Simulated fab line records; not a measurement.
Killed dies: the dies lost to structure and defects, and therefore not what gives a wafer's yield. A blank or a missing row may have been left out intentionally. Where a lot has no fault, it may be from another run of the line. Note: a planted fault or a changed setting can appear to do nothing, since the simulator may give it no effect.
Matching of chambers + flow n5-finfet + 4 sister chambers for N5_BEOL_M5_DESCUM_16 on rie-diel-02
The step chemistry O2, time 7 s. 16 wafers are shown with their chamber, then 8 later ones without.

## WAFERS PAIRED WITH THEIR CHAMBERS
| wafer  | chamber | showerhead-plenum-p-Torr (Torr) | drypump-motor-current-A (A) | throttle-valve-pct (%) |
|--------|---------|---------------------------------|-----------------------------|------------------------|
| L077.2 | 3       | 2.02                            | 6.5                         | 20.66                  |
| L077.3 | 1       | 2.17                            | 5.7                         | 20.47                  |
| L077.5 | 2       | 2.06                            | 5.9                         | 20.46                  |
| L082.1 | 3       | 2.02                            | 6.5                         | 20.67                  |
| L082.2 | 2       | 2.06                            | 5.8                         | 20.50                  |
| L082.4 | 1       | 2.17                            | 5.7                         | 20.49                  |
| L084.4 | 2       | 2.06                            | 5.8                         | 20.48                  |
| L084.5 | 2       | 2.06                            | 5.8                         | 20.49                  |
| L084.6 | 3       | 2.01                            | 6.5                         | 20.68                  |
| L085.1 | 0       | 2.09                            | 6.5                         | 20.76                  |
| L085.2 | 1       | 2.17                            | 5.7                         | 20.51                  |
| L085.6 | 2       | 2.06                            | 5.9                         | 20.49                  |
| L087.2 | 3       | 2.01                            | 6.5                         | 20.68                  |
| L087.3 | 2       | 2.05                            | 5.8                         | 20.52                  |
| L087.4 | 0       | 2.08                            | 6.6                         | 20.75                  |
| L091.2 | 2       | 2.05                            | 5.9                         | 20.51                  |

SIGNATURES, as means of the wafers listed above
| reading                  | chamber 0 | chamber 1 | chamber 2 | chamber 3 | scatter within a chamber |
|--------------------------|-----------|-----------|-----------|-----------|--------------------------|
| showerhead-plenum-p-Torr | 2.0850    | 2.1700    | 2.0571    | 2.0150    | 0.00494                  |
| drypump-motor-current-A  | 6.550     | 5.700     | 5.843     | 6.500     | 0.043                    |
| throttle-valve-pct       | 20.7550   | 20.4900   | 20.4929   | 20.6725   | 0.017                    |
Rule: distance of a wafer from a chamber = root of the sum over the readings of ((wafer's reading minus chamber's mean) / reading's scatter) squared. The wafer belongs to the nearest chamber; if the next one is less than 2 further off, it can't be placed. The scatter: the root of (the sum of the squares of (reading less its chamber's mean) over the shown wafers, divided by (wafers less chambers)).

## WAFERS WITHOUT THEIR CHAMBER
| wafer  | showerhead-plenum-p-Torr (Torr) | drypump-motor-current-A (A) | throttle-valve-pct (%) |
|--------|---------------------------------|-----------------------------|------------------------|
| L091.4 | 2.01                            | 6.5                         | 20.71                  |
| L091.5 | 2.16                            | 5.7                         | 20.51                  |
| L094.2 | 2.08                            | 6.5                         | 20.79                  |
| L094.3 | 2.00                            | 6.5                         | 20.71                  |
| L094.4 | 2.16                            | 5.7                         | 20.53                  |
| L095.3 | 2.00                            | 6.5                         | 20.73                  |
| L095.4 | 2.08                            | 6.5                         | 20.80                  |
| L095.5 | 2.00                            | 6.5                         | 20.73                  |

## EACH ONE'S CHAMBER
| wafer  | from the rows above | in truth |
|--------|---------------------|----------|
| L091.4 | 3                   | 3        |
| L091.5 | 1                   | 1        |
| L094.2 | 0                   | 0        |
| L094.3 | 3                   | 3        |
| L094.4 | 1                   | 1        |
| L095.3 | 3                   | 3        |
| L095.4 | 0                   | 0        |
| L095.5 | 3                   | 3        |
Placed correctly: 8 of 8. Not placeable from these rows: 0. Number placed wrongly: 0.
